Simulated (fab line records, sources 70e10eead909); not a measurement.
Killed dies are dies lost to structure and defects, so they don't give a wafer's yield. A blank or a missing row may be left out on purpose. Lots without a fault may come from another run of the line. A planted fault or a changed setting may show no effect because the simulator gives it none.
Chamber matching | flow nand_harc | NHARC_A_STAIRCASE_DEP_259 on pecvd-02: 3 sister chambers
The step deposits SiON, target thk 30 nm. 20 wafers are shown with their chamber, then 10 later ones without.

WAFERS WITH THEIR CHAMBER
wafer  | chamber | heater_power_w (W)
L077.1 | 1       | 710
L077.4 | 2       | 680
L077.6 | 1       | 703
L080.2 | 2       | 802
L080.5 | 1       | 650
L080.6 | 2       | 795
L082.1 | 1       | 684
L082.4 | 0       | 826
L082.6 | 2       | 791
L084.1 | 2       | 685
L084.3 | 0       | 716
L084.5 | 2       | 708
L085.2 | 1       | 697
L085.4 | 2       | 776
L085.5 | 0       | 825
L087.1 | 0       | 789
L087.3 | 2       | 740
L087.5 | 1       | 694
L088.2 | 2       | 813
L088.4 | 1       | 710

SIGNATURES (means of the wafers above)
reading        | chamber 0 | chamber 1 | chamber 2 | scatter within a chamber
heater_power_w | 789.00    | 692.57    | 754.44    | 43.7
Rule: a wafer's distance from a chamber is the root of the sum, over the readings, of the square of ((its reading less the chamber's mean) divided by the reading's scatter). The wafer belongs to the nearest chamber; if the next one is less than 2 further off, it can't be placed. The scatter: the root of (the sum of the squares of (reading less its chamber's mean) over the shown wafers, divided by (wafers less chambers)).

WAFERS WITHOUT THEIR CHAMBER
wafer  | heater_power_w (W)
L088.6 | 830
L089.1 | 732
L089.4 | 817
L089.5 | 718
L089.2 | 862
L089.3 | 844
L089.6 | 845
L091.2 | 727
L091.3 | 629
L091.4 | 748

WHICH CHAMBER EACH WENT THROUGH
wafer  | from the rows above          | in truth
L088.6 | can't be placed: 0 or 2      | 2
L089.1 | can't be placed: 2 or 1 or 0 | 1
L089.4 | can't be placed: 0 or 2      | 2
L089.5 | can't be placed: 1 or 2 or 0 | 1
L089.2 | can't be placed: 0 or 2      | 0
L089.3 | can't be placed: 0 or 2      | 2
L089.6 | can't be placed: 0 or 2      | 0
L091.2 | can't be placed: 2 or 1 or 0 | 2
L091.3 | can't be placed: 1 or 2      | 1
L091.4 | can't be placed: 2 or 0 or 1 | 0
Placed correctly: 0 of 10. Can't be placed from these rows: 10 (the true chamber is among the candidates in 10). Placed wrongly: 0.
